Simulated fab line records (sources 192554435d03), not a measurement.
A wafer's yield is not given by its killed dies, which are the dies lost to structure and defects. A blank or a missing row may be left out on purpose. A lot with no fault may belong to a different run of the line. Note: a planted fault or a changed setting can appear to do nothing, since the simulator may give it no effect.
Comparing a struck lot with a sound one -- flow n5-finfet -- 16 steps out of a route of 1938
Sound: the wafers L829.2, L829.5, L829.6. Wafers struck: L843.3, L843.4. The cause is given at the end.
At each step with rows: each side's tool, then ch and its chambers, then its first start. Under that, the readings that differ: sound wafers -- struck wafers -- difference of the means -- sigmas: that difference in standard deviations of wafers without a fault.
alike: readings with means less than 2 such deviations apart, plus words and numbers identical on both sides. not compared: withheld readings, readings lacking a value on some wafer, bounds such as >300 that could conceal the same value, and numbers that have no deviation in the record and whose values overlap.
Wherever a step has rows on one side only, a row that says differs or no value, or a row with sigmas, the two part there. Numbers that don't overlap but have no deviation are shown without sigmas and don't part them. A reading missing from all wafers of one side parts the sides only when that side holds two or more wafers.

first, 5 steps without rows for these wafers: N5_MOL_CONTACT_COAG_EBR_36; N5_MOL_CONTACT_COAG_SOFTBAKE_35 (time 60 s); N5_MOL_CONTACT_COAG_EXPOSE_37 (exposes mask VD, defocus 0 nm); N5_MOL_CONTACT_COAG_PEB_38 (peb time 60 s); N5_MOL_CONTACT_COAG_DEVELOP_39 (develop time 30 s).
N5_MOL_CONTACT_COAG_CD_MEAS_40: target cd 25.1 nm.
  sound on cd-sem-03 ch 0, day 6 23:56; struck on cd-sem-03 ch 0, day 10 08:05
  alike: cd-nm
N5_MOL_CONTACT_COAG_OVL_MEAS_41:
  sound on overlay-02 ch 0, day 6 23:58; struck on overlay-02 ch 0, day 10 08:08
  alike: VD_OVL
N5_MOL_CONTACT_COAG_INSPECT_42: inspects for defects (brightfield).
  sound on defect-inspect-01 at day 7 00:01; struck on defect-inspect-02 at day 10 08:11
  alike: raw-defect-count
N5_MOL_CONTACT_COAG_DESCUM_45: chemistry O2, time 7 s.
  sound on rie-diel-02 ch 0,3, day 7 00:30; struck on rie-diel-01 ch 1,2, day 10 08:13
  alike: drypump-motor-current-A, o2-flow-sccm, oes-product-au, rf-vpp-V, showerhead-plenum-p-Torr, throttle-valve-pct
  not compared: rf-hours-counter-h
N5_MOL_CONTACT_COAG_ETCH_65: etches underlayer in N2/H2, target depth 13 nm, time 10.4 s.
  sound on rie-diel-02 ch 0,3, day 7 00:32; struck on rie-diel-01 ch 1,2, day 10 08:15
  alike: drypump-motor-current-A, etch-rf-on-time-s, oes-product-au, rf-vpp-V, showerhead-plenum-p-Torr, throttle-valve-pct
  not compared: rf-hours-counter-h
N5_MOL_CONTACT_COAG_ETCH_66: etches SiARC in CF4, target depth 13 nm, time 21.7 s.
  sound on rie-diel-02 ch 0,3, day 7 00:33; struck on rie-diel-01 ch 1,2, day 10 08:16
  alike: cf4-flow-sccm, drypump-motor-current-A, etch-rf-on-time-s, oes-product-au, rf-vpp-V, showerhead-plenum-p-Torr, throttle-valve-pct
  not compared: rf-hours-counter-h
N5_MOL_CONTACT_COAG_ALD_133: deposits SiO2, target thk 5 nm, pulse time 1 s, co reactant pulse time 1 s.
  sound on ald-sin-02 ch 0,1, day 7 00:38; struck on ald-sin-02 ch 1,2, day 10 08:21
  alike: heater-power-w, precursor-pulse-height-rel
N5_MOL_CONTACT_COAG_ETCHBACK_134: etches SiO2 in CHF3, target depth 10 nm, time 6.7 s.
  sound on rie-diel-02 ch 2,3, day 7 00:49; struck on rie-diel-01 ch 0,3, day 10 08:31
reading,sound,struck,difference,sigmas
model.CAR-EUV_of_MOL_CONTACT_COAG_COAT_34.thk-nm (nm),15.4 15.4 15.4,15 14.8,+0,
  alike: CHF3_flow_sccm, drypump-motor-current-A, oes-product-au, rf-vpp-V, showerhead-plenum-p-Torr, throttle-valve-pct
  not compared: rf-hours-counter-h
N5_MOL_CONTACT_COAG_ETCH_67: etches SOC in N2/H2, target depth 60 nm, overetch 21 nm, time 101.2 s.
  sound on rie-diel-02 ch 2,3, day 7 00:51; struck on rie-diel-01 ch 0,3, day 10 08:34
  alike: drypump-motor-current-A, oes-product-au, rf-vpp-V, showerhead-plenum-p-Torr, throttle-valve-pct
  not compared: rf-hours-counter-h
-- the record jumps here: 3 days lie between the struck wafers' starts before and after (it left off in module MOL_CONTACT_COAG and takes up again in module BEOL_M4, whose first step shown is number 1111 of the route) --
N5_BEOL_M4_RC_MEAS_101:
  sound on prober-01 ch 0, day 9 23:57; struck on prober-02 ch 0, day 13 03:42
reading,sound,struck,difference,sigmas
VT_P (mV),-256 -253 -255,-249 -245,+8,+2
  alike: DIBL_N, DIBL_P, IOFF_N, IOFF_P, ION_N, ION_P, SS_N, SS_P, VT_N
next, for these wafers, 1 step has no rows: N5_PASSIVATION_PROBE_49.

## WHERE THEY PART
N5_BEOL_M4_RC_MEAS_101 only, going by this record.

WHY: what the simulator had put in
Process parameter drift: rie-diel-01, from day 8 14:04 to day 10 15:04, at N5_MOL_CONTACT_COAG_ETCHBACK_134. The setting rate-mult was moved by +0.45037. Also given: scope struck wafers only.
